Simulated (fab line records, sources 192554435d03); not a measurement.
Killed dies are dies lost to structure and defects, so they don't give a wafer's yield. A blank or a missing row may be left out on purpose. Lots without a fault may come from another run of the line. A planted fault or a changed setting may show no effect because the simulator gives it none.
A struck lot beside a sound one | flow n5_finfet | 15 steps out of a route of 1938
Sound: wafers L246.1, L246.4, L246.6. Struck: wafers L243.1, L243.2, L243.4. The cause comes at the end.
At each step with rows: each side's tool, then ch and its chambers, then its first start. Under that, the readings that differ: sound wafers | struck wafers | difference of the means | sigmas: that difference in standard deviations of wafers without a fault.
alike: readings whose means differ by less than 2 such deviations, and words and numbers that are the same on both sides. not compared: withheld readings, readings that some wafer has no value for, bounds like >300 that may hide the same value, and numbers for which the record gives no deviation and whose values overlap.
The two part at a step that has a row with sigmas, a row that says differs or no value, or rows on one side only. Numbers that don't overlap but have no deviation are shown without sigmas and don't part them. A reading that every wafer of one side lacks parts them only if that side has two wafers or more.

N5_BEOL_M8_OCD_MEAS_38:
  sound on ocd-02, day 12 17:44; struck on ocd-01, day 12 12:22
  alike: trench_depth_nm
then, 4 steps without rows for these wafers: N5_BEOL_M8_HM_STRIP_39 (strips TiN in peroxide tin strip, target depth 25 nm, time 158 s); N5_BEOL_M8_SRD_40 (time 30 s); N5_BEOL_M8_PRECLEAN_42 (cleans in residue remover, time 60 s); N5_BEOL_M8_SRD_43 (time 30 s).
N5_BEOL_M8_CD_MEAS_35: target cd 40 nm.
  sound on cd_sem-03, day 12 17:53; struck on cd_sem-03, day 12 12:31
  alike: cd_nm
N5_BEOL_M8_CURE_75: cures SiCOH lowk, time 120 s.
  sound on uv_cure-03 ch 1, day 12 17:59; struck on uv_cure-02 ch 2, day 12 12:44
  alike: lamp_power_pct, wafer_temp_C_max
N5_BEOL_M8_DEGAS_44: time 60 s.
  sound on pvd_sputter-01, day 12 18:48; struck on pvd_sputter-02, day 12 13:11
  alike: heater_power_w
N5_BEOL_M8_PRE_CLEAN_45: time 30 s.
  sound on pvd_sputter-01, day 12 18:50; struck on pvd_sputter-02, day 12 13:14
  alike: heater_power_w
N5_BEOL_M8_ALD_77: deposits TaN, target thk 2 nm, pulse time 2 s, purge time 3 s.
  sound on ald_metal-04 ch 0,2, day 12 18:54; struck on ald_metal-02 ch 0,1,3, day 12 13:25
  alike: heater_power_w
N5_BEOL_M8_SURFACE_TREAT_79:
  sound on pvd_sputter-01, day 12 19:18; struck on pvd_sputter-03, day 12 13:43
  not compared: pressure_mtorr, throttle_valve_pct
then, 1 step without rows for these wafers: N5_BEOL_M8_CVD_78 (deposits Co from CCTBA/H2, target thk 2 nm, time 142.3 s).
N5_BEOL_M8_SPUTTER_48: material Cu, target thk 10 nm, time 1.667 s.
  sound on pvd_sputter-03, day 12 19:29; struck on pvd_sputter-01, day 12 13:56
  reading                  | sound                   | struck                  | difference | sigmas
  chamber_pressure_pa (Pa) | 0.13011 0.13005 0.13047 | 0.10739 0.10692 0.10763 | -0.02290   | -85
  alike: throttle_valve_pct
then, 1 step without rows for these wafers: N5_BEOL_M8_ECD_50 (material Cu, target thk 300 nm).
-- the record jumps here: 3 days lie between the struck wafers' starts before and after (it left off in module BEOL_M8 and takes up again in module PASSIVATION, whose first step shown is number 1936 of the route) --
N5_PASSIVATION_PROBE_49:
  sound on prober-01, day 15 14:15; struck on prober-02, day 15 10:38
  reading            | sound    | struck   | difference | sigmas
  killed_at_M0_to_M3 | 22 34 28 | 46 55 62 | +26        | +3
  alike: defect_limited_yield, killed_at_M4_up, killed_at_contacts, killed_at_front_end, killed_at_other, killed_dies, killed_on_rim, killed_open, killed_short, sort_bin_5_function, sort_bin_6_memory, sort_n_pass, sort_yield_pct

WHERE THEY PART
First at N5_BEOL_M8_SPUTTER_48; last, within this record, at N5_PASSIVATION_PROBE_49.

WHY: what the simulator had put in
Process parameter drift: pvd_sputter-01, from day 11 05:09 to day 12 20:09, at N5_BEOL_M8_SPUTTER_48. Setting chamber_pressure_pa, moved by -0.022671, from 0.13. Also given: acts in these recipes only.
